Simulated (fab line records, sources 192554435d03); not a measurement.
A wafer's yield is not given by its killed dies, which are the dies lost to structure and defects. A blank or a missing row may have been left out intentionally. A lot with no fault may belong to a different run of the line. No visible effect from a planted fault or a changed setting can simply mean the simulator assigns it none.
fab line records	flow n5Finfet
[record] lots = 7	wafers = 18	lastDay = 18
route steps=1938 shown BEOL_M4@1028
lots with no fault: from the same line, run without faults
startH: the number of hours between the record's first day and the start of the first shown wafer of the lot	waitH: how many hours have passed since the lot's step before this one	" repeats the value in the row above	L1.1+2: a single row standing in for several wafers	- no value, or no start was given	* or withheld: withheld	< > ~ a bound
route shown NAME@n: a module of which the file shows steps, and the number in the route of the first	usual: mean/standard deviation taken from wafers without a fault	same: alike in all rows	chamber/n: place in a boat	sites: per-site readings	_std_site: their standard deviation	_edge_site: inner sites' mean taken away from outer sites' mean	radiusMm: for every site, how far away it sits from the centre of the wafer	mask NAME#n: copy n	behind: the tool/chamber that last shaped the wafer	hold: what put the lot on hold/how long, in hours/how the hold closed	device: whichever transistor did not switch (one of n, p or np)	end of line: tests run on the same wafers once the route is complete	a step with no rows: only its recipe	killed: at the first sort, the dies lost to defects and structure; wafer yield is something else	map: a wafer's dies, x killed, . not, _ none there
set.NAME: the run value of the setting; set.NAME@STEP: its run value at that earlier step	model.NAME: the simulator's own value behind a step, which no gauge read
lots seen at some steps along the route; tables by step, rows by wafer
services: the hour from which a tool's chamber was out of use, counted from the record's first day as startH (under 0 if before that day), plus the number of hours and why
[[steps]]
[step N5_BEOL_M4_COAT_05]
[recipe] resist = CAR-EUV	spinRpm = 1500	resistThkNm = 30
[step N5_BEOL_M4_EBR_07]
[recipe] solvent = PGMEA	ebrWidthMm = 1.5
[step N5_BEOL_M4_SOFTBAKE_06]
[recipe] tempC = 110	timeS = 60	resist = CAR-EUV
[step N5_BEOL_M4_EXPOSE_08]
[recipe] maskId = M4	na = 0.33	sourceShape = dipole	sigmaInner = 0.369	sigmaOuter = 0.767	polarization = unpolarized	doseMj = 41.25
[step N5_BEOL_M4_PEB_09]
[recipe] pebTempC = 100	pebTimeS = 60	resist = CAR-EUV
[step N5_BEOL_M4_DEVELOP_10]
[recipe] developTimeS = 30	developer = TMAH	resist = CAR-EUV	rinseLiquid = surfactantRinse	dry = airSpin	devTempC = 23
[step N5_BEOL_M4_CD_MEAS_11]
[recipe] targetCdNm = 16.79	landingEnergyEv = 500	detector = seInlens	polarity = opening
[usual] cdNm = 16.77/0.25
[same] landingEnergyEv = 500
lot.wafer	tool	chamber	startH	waitH	cdNm
L238.1	cdSem-01	0	185.51	-	16.69
L238.4	"	0	"	"	16.73
L238.5	"	0	"	"	17.04
L239.3	cdSem-02	0	188.53	-	16.94
L239.5	"	0	"	"	17.16
L239.6	"	0	"	"	17.27
L249.1	cdSem-01	0	241.18	-	16.31
L249.3	"	0	"	"	16.27
L249.5	"	0	"	"	16.69
L253.1	cdSem-01	0	254.65	-	16.96
L253.3	"	0	"	"	16.76
L254.3	cdSem-01	0	263.56	-	17.42
L254.6	"	0	"	"	17.14
L255.1	cdSem-03	0	280.33	-	16.21
L255.6	"	0	"	"	16.70
L259.2	cdSem-01	0	299.39	-	17.12
L259.3	"	0	"	"	16.99
L259.5	"	0	"	"	16.67
[step N5_BEOL_M4_OVL_MEAS_12]
[recipe] pointsPerWafer = 522
[usual] M4_OVL = 0.5/0.67
lot.wafer	tool	chamber	startH	waitH	M4_OVL[nm]
L238.1	overlay-01	0	185.54	0.0	0.3
L238.4	"	0	"	"	0.8
L238.5	"	0	"	"	-0.2
L239.3	overlay-01	0	188.57	0.0	0.8
L239.5	"	0	"	"	1.8
L239.6	"	0	"	"	0.7
L249.1	overlay-02	0	241.22	0.0	0.6
L249.3	"	0	"	"	0.3
L249.5	"	0	"	"	0.7
L253.1	overlay-01	0	254.68	0.0	0.9
L253.3	"	0	"	"	-0.3
L254.3	overlay-02	0	263.60	0.0	0.0
L254.6	"	0	"	"	1.5
L255.1	overlay-01	0	280.36	0.0	1.0
L255.6	"	0	"	"	-0.3
L259.2	overlay-02	0	299.42	0.0	2.1
L259.3	"	0	"	"	1.7
L259.5	"	0	"	"	1.4
[step N5_BEOL_M4_INSPECT_13]
[recipe] mode = adi	inspectInstrument = brightfield
[usual] rawDefectCount = 362/97
lot.wafer	tool	chamber	startH	waitH	rawDefectCount
L238.1	defectInspect-02	-	185.60	0.1	426
L238.4	"	-	"	"	515
L238.5	"	-	"	"	485
L239.3	defectInspect-02	-	188.61	0.0	318
L239.5	"	-	"	"	318
L239.6	"	-	"	"	493
L249.1	defectInspect-01	-	241.27	0.1	423
L249.3	"	-	"	"	288
L249.5	"	-	"	"	264
L253.1	defectInspect-02	-	254.74	0.1	365
L253.3	"	-	"	"	334
L254.3	defectInspect-01	-	263.65	0.0	245
L254.6	"	-	"	"	320
L255.1	defectInspect-01	-	280.42	0.1	234
L255.6	"	-	"	"	189
L259.2	defectInspect-01	-	299.48	0.0	543
L259.3	"	-	"	"	351
L259.5	"	-	"	"	349
[step N5_BEOL_M4_DESCUM_16]
[recipe] chemistry = O2	timeS = 7	sourcePowerW = 50	biasPowerW = 20	pressureMtorr = 20	rfFrequencyHz = 2.712e+07	tempC = 40	resist = CAR-EUV	o2FlowSccm = 225
[usual] drypumpMotorCurrentA = 5.7/0.44	oesProductAu = 0.77/0.098	rfVppV = 243.1/1.7	showerheadPlenumPTorr = 2.08/0.11	throttleValvePct = 20.49/0.15
lot.wafer	tool	chamber	startH	waitH	drypumpMotorCurrentA	oesProductAu	rfHoursCounterH	rfVppV	showerheadPlenumPTorr	throttleValvePct
L238.1	rieDiel-05	1	185.70	0.1	6.6	0.98	11	244.1	2.25	20.58
L238.4	"	0	"	"	5.3	0.75	157	242.7	1.90	20.56
L238.5	"	2	"	"	5.5	0.68	-	242.5	1.98	20.48
L239.3	rieDiel-06	1	188.92	0.3	5.7	0.71	243	243.2	2.05	20.66
L239.5	"	2	"	"	5.6	0.69	-	241.0	1.99	20.54
L239.6	"	3	"	"	5.7	0.79	-	243.9	2.19	20.53
L249.1	rieDiel-06	2	241.31	0.0	5.6	0.68	234	240.8	1.99	20.57
L249.3	"	0	"	"	6.0	0.75	166	246.2	2.20	20.67
L249.5	"	0	"	"	6.0	0.75	-	243.3	2.20	20.66
L253.1	rieDiel-06	3	254.78	0.0	5.7	0.77	155	244.6	2.18	20.58
L253.3	"	0	"	"	6.1	0.75	170	244.8	2.20	20.69
L254.3	rieDiel-06	1	263.68	0.0	5.8	0.91	12	243.1	2.04	20.25
L254.6	"	1	"	"	5.8	0.91	-	241.8	2.04	20.23
L255.1	rieDiel-06	1	280.46	0.0	5.8	0.89	19	243.5	2.04	20.25
L255.6	"	0	"	"	6.0	0.73	-	246.3	2.19	20.70
L259.2	rieDiel-01	2	299.51	0.0	6.3	0.91	18	243.6	2.13	19.97
L259.3	"	1	"	"	6.1	0.67	243	243.4	2.04	20.55
L259.5	"	0	"	"	5.5	0.76	-	244.1	2.11	20.35
[step N5_BEOL_M4_ETCH_74]
[recipe] chemistry = N2/H2	target = underlayer	targetDepthA = 65	maskMaterial = CAR-EUV	timeS = 5.2	ionEnergyEv = 200	pressureMtorr = 30	sourceW = 840	biasW = 150	n2FlowSccm = 200	h2FlowSccm = 200	ends = cleared
[usual] drypumpMotorCurrentA = 5.7/0.44	etchRfOnTimeS = 5.21/0.13	oesProductAu = 0.65/0.081	rfVppV = 524/3.3	showerheadPlenumPTorr = 2.54/0.12	throttleValvePct = 17.93/0.19
lot.wafer	tool	chamber	startH	waitH	drypumpMotorCurrentA	etchRfOnTimeS	oesProductAu	rfHoursCounterH	rfVppV	showerheadPlenumPTorr	throttleValvePct
L238.1	rieDiel-05	1	185.74	0.0	6.6	5.21	0.81	11	528	2.74	17.99
L238.4	"	0	"	"	5.3	5.25	0.65	157	520	2.35	18.20
L238.5	"	2	"	"	5.4	5.39	0.58	-	520	2.40	17.90
L239.3	rieDiel-06	1	188.96	0.0	5.8	5.15	0.61	243	524	2.52	18.34
L239.5	"	2	"	"	5.6	5.16	0.59	-	519	2.41	17.93
L239.6	"	3	"	"	5.8	5.30	0.66	-	527	2.64	17.67
L249.1	rieDiel-06	2	241.34	0.0	5.6	5.03	0.59	234	520	2.40	17.96
L249.3	"	0	"	"	6.0	5.37	0.63	166	526	2.64	17.94
L249.5	"	0	"	"	6.0	5.42	0.63	-	526	2.64	17.94
L253.1	rieDiel-06	3	254.81	0.0	5.7	5.20	0.66	155	527	2.63	17.71
L253.3	"	0	"	"	6.1	5.34	0.64	170	526	2.64	17.96
L254.3	rieDiel-06	1	263.72	0.0	5.7	5.00	0.77	12	523	2.51	17.89
L254.6	"	1	"	"	5.7	4.96	0.80	-	524	2.51	17.92
L255.1	rieDiel-06	1	280.49	0.0	5.8	5.05	0.76	19	524	2.51	17.93
L255.6	"	0	"	"	6.1	5.39	0.61	-	527	2.63	17.96
L259.2	rieDiel-01	2	299.54	0.0	6.3	5.05	0.80	18	525	2.59	17.34
L259.3	"	1	"	"	6.1	5.43	0.58	243	522	2.52	18.26
L259.5	"	0	"	"	5.5	5.34	0.63	-	526	2.55	17.70
[step N5_BEOL_M4_ETCH_63]
[recipe] chemistry = CF4	target = SiARC	targetDepthA = 156	maskMaterial = CAR-EUV	timeS = 26	ionEnergyEv = 80	pressureMtorr = 40	sourceW = 545	biasW = 36	Ar_flow_sccm = 100	cf4FlowSccm = 100	ends = cleared
[usual] drypumpMotorCurrentA = 5.7/0.44	etchRfOnTimeS = 26.0/0.67	oesProductAu = 0.66/0.082	rfVppV = 183.9/1.4	showerheadPlenumPTorr = 2.14/0.096	throttleValvePct = 15.70/0.15
lot.wafer	tool	chamber	startH	waitH	drypumpMotorCurrentA	etchRfOnTimeS	oesProductAu	rfHoursCounterH	rfVppV	showerheadPlenumPTorr	throttleValvePct
L238.1	rieDiel-05	1	185.75	0.0	6.6	25.2	0.84	11	186.3	2.29	15.64
L238.4	"	0	"	"	5.3	26.2	0.65	157	181.5	1.97	15.84
L238.5	"	2	"	"	5.4	26.8	0.58	-	182.0	2.03	15.70
L239.3	rieDiel-06	1	188.97	0.0	5.8	25.2	0.61	243	184.2	2.13	16.04
L239.5	"	2	"	"	5.5	25.5	0.60	-	181.7	2.03	15.71
L239.6	"	3	"	"	5.7	26.6	0.66	-	185.7	2.24	15.71
L249.1	rieDiel-06	2	241.36	0.0	5.6	25.6	0.59	234	182.9	2.03	15.73
L249.3	"	0	"	"	6.0	26.7	0.63	166	185.3	2.21	15.62
L249.5	"	0	"	"	6.0	26.9	0.63	-	185.3	2.21	15.62
L253.1	rieDiel-06	3	254.83	0.0	5.7	25.9	0.66	155	186.7	2.23	15.77
L253.3	"	0	"	"	6.0	26.6	0.63	171	184.8	2.21	15.62
L254.3	rieDiel-06	1	263.73	0.0	5.8	25.1	0.78	12	184.6	2.12	15.55
L254.6	"	1	"	"	5.7	25.0	0.78	-	182.9	2.12	15.55
L255.1	rieDiel-06	1	280.51	0.0	5.7	25.1	0.77	19	183.9	2.12	15.58
L255.6	"	0	"	"	6.0	27.1	0.62	-	184.2	2.21	15.65
L259.2	rieDiel-01	2	299.56	0.0	6.4	25.5	0.79	18	184.6	2.18	15.21
L259.3	"	1	"	"	6.1	27.1	0.58	243	185.7	2.12	16.04
L259.5	"	0	"	"	5.5	26.7	0.63	-	183.5	2.14	15.44
[step N5_BEOL_M4_ETCH_64]
[recipe] chemistry = N2/H2	target = SOC	targetDepthA = 750	overetchA = 225	maskMaterial = SiARC	tempC = 40	timeS = 121.9	ionEnergyEv = 200	pressureMtorr = 30	sourceW = 840	biasW = 150	n2FlowSccm = 200	h2FlowSccm = 200
[usual] drypumpMotorCurrentA = 5.7/0.44	oesProductAu = 0.58/0.067	rfVppV = 524/3.3	showerheadPlenumPTorr = 2.54/0.12	throttleValvePct = 17.89/0.19
lot.wafer	tool	chamber	startH	waitH	drypumpMotorCurrentA	oesProductAu	rfHoursCounterH	rfVppV	showerheadPlenumPTorr	throttleValvePct	model.SiARC_of_BEOL_M4_COAT_62.thkNm
L238.1	rieDiel-05	1	185.78	0.0	6.6	0.73	11	529	2.74	17.94	6.4
L238.4	"	0	"	"	5.3	0.58	157	517	2.35	18.20	6.4
L238.5	"	2	"	"	5.5	0.53	-	519	2.40	17.88	6.4
L239.3	rieDiel-06	1	189.00	0.0	5.8	0.54	243	522	2.52	18.31	6.2
L239.5	"	2	"	"	5.6	0.53	-	521	2.41	17.87	6.2
L239.6	"	3	"	"	5.8	0.59	-	527	2.64	17.65	6.4
L249.1	rieDiel-06	2	241.39	0.0	5.6	0.52	234	519	2.40	17.93	6
L249.3	"	0	"	"	6.0	0.58	166	525	2.64	17.90	6.6
L249.5	"	0	"	"	6.1	0.58	-	528	2.64	17.92	6.6
L253.1	rieDiel-06	3	254.86	0.0	5.7	0.64	155	528	2.63	17.72	7
L253.3	"	0	"	"	6.0	0.62	171	525	2.64	17.93	7.2
L254.3	rieDiel-06	1	263.76	0.0	5.8	0.75	12	522	2.51	17.87	6.6
L254.6	"	1	"	"	5.7	0.68	-	522	2.51	17.85	6
L255.1	rieDiel-06	1	280.54	0.0	5.8	0.75	19	522	2.51	17.89	6.8
L255.6	"	0	"	"	6.0	0.56	-	527	2.63	17.94	6.6
L259.2	rieDiel-01	2	299.59	0.0	6.3	0.70	18	524	2.59	17.30	6.4
L259.3	"	1	"	"	6.1	0.52	243	523	2.52	18.23	6.8
L259.5	"	0	"	"	5.5	0.57	-	524	2.55	17.68	6.6
[step N5_BEOL_M4_STRIP_65]
[recipe] chemistry = N2/H2	tempC = 40	n2FlowSccm = 200	h2FlowSccm = 200	rfFrequencyHz = 6e+07
[step N5_BEOL_M4_RC_MEAS_101]
[usual] DIBL_N = 35.9/1.4	DIBL_P = 35.9/1.7	IOFF_N = 0.160/0.026	IOFF_P = 0.21/0.036	ION_N = 672/11	ION_P = 461/8.1	SS_N = 71.4/0.54	SS_P = 73.2/0.67	VT_N = 249.3/2.7	VT_P = -250/3.9
lot.wafer	tool	chamber	startH	waitH	DIBL_N[mV/V]	DIBL_P[mV/V]	IOFF_N[nA/um]	IOFF_P[nA/um]	ION_N[uA/um]	ION_P[uA/um]	SS_N[mV/dec]	SS_P[mV/dec]	VT_N[mV]	VT_P[mV]
L238.1	prober-01	0	192.28	0.0	34.5	34.5	0.133	0.21	676	468	71.3	72.0	249.8	-251
L238.4	"	0	"	"	35.4	34.9	0.150	0.21	681	472	71.8	72.3	250.1	-248
L238.5	"	0	"	"	34.5	34.1	0.137	0.20	675	469	71.2	72.6	250.5	-247
L239.3	prober-02	0	197.11	0.3	36.4	35.4	0.161	0.20	663	454	71.0	73.6	249.6	-252
L239.5	"	0	"	"	35.9	35.5	0.162	0.21	674	462	71.0	72.9	250.4	-249
L239.6	"	0	"	"	38.1	37.9	0.191	0.25	671	463	72.0	74.1	246.7	-246
L249.1	prober-01	0	250.32	0.0	37.1	36.1	0.182	0.25	678	466	71.1	74.1	247.4	-245
L249.3	"	0	"	"	38.1	37.9	0.199	0.26	676	465	72.3	74.0	247.2	-247
L249.5	"	0	"	"	36.6	36.7	0.176	0.25	686	471	71.2	73.4	247.0	-246
L253.1	prober-02	0	260.94	0.0	35.9	34.7	0.152	0.22	664	459	71.1	73.4	249.3	-249
L253.3	"	0	"	"	35.3	35.3	0.155	0.24	676	473	70.9	72.8	247.6	-245
L254.3	prober-01	0	276.71	0.3	33.5	34.0	0.117	0.17	658	454	71.0	71.9	252.2	-251
L254.6	"	0	"	"	35.8	35.9	0.159	0.20	665	457	71.8	72.4	249.5	-250
L255.1	prober-01	0	288.39	0.0	35.5	35.9	0.162	0.25	663	465	72.1	72.7	249.5	-243
L255.6	"	0	"	"	33.6	32.9	0.123	0.20	657	461	71.4	72.8	251.9	-250
L259.2	prober-02	0	316.42	0.2	39.0	40.0	0.214	0.25	680	464	72.3	74.7	247.5	-248
L259.3	"	0	"	"	38.4	39.7	0.194	0.24	668	459	71.7	74.4	249.7	-250
L259.5	"	0	"	"	35.8	36.9	0.151	0.19	663	456	71.6	73.2	252.8	-254
[[services]]
tool	chamber	startH	hours	kind
rieDiel-05	2	204.27	-	clean
rieDiel-05	2	204.27	-	consumableReplace:focusRing
rieDiel-05	2	204.27	-	consumableReplace:showerhead
rieDiel-05	2	204.27	26.8	scheduledDown
rieDiel-05	2	204.27	26.8	ventCycle
rieDiel-06	1	211.69	-	clean
rieDiel-06	1	211.69	-	consumableReplace:focusRing
rieDiel-06	1	211.69	15.6	scheduledDown
rieDiel-06	1	211.69	15.6	ventCycle
rieDiel-05	1	221.26	6.6	repair
rieDiel-01	2	235.67	-	clean
rieDiel-01	2	235.67	-	consumableReplace:focusRing
rieDiel-01	2	235.67	13.8	scheduledDown
rieDiel-01	2	235.67	13.8	ventCycle
rieDiel-01	2	252.91	7.8	repair
rieDiel-01	3	260.69	-	clean
rieDiel-01	3	260.69	-	consumableReplace:focusRing
rieDiel-01	3	260.69	22.1	scheduledDown
rieDiel-01	3	260.69	22.1	ventCycle
rieDiel-06	2	288.52	-	clean
rieDiel-06	2	288.52	-	consumableReplace:focusRing
rieDiel-06	2	288.52	-	consumableReplace:showerhead
rieDiel-06	2	288.52	22.3	scheduledDown
rieDiel-06	2	288.52	22.3	ventCycle
[[key]]
firstSign none at tools or gauges
[modelEffect] step = N5_BEOL_M4_ETCH_64	value = SiARC_of_BEOL_M4_COAT_62.thkNm	without = 6.2	struck = 6.9
metAt N5_BEOL_M4_ETCH_64
struckWafers L253.1,L253.3,L254.3,L255.1
onsetBetween 241.39 254.86
[fault] kind = processParameterDrift	tool = rieDiel-06	chamber = -	onsetH = 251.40	steps = N5_BEOL_M4_ETCH_64	channel = timeS	offset = *	shape = step	endH = 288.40	scope = struckWafersOnly	actsIn = *	stated = *
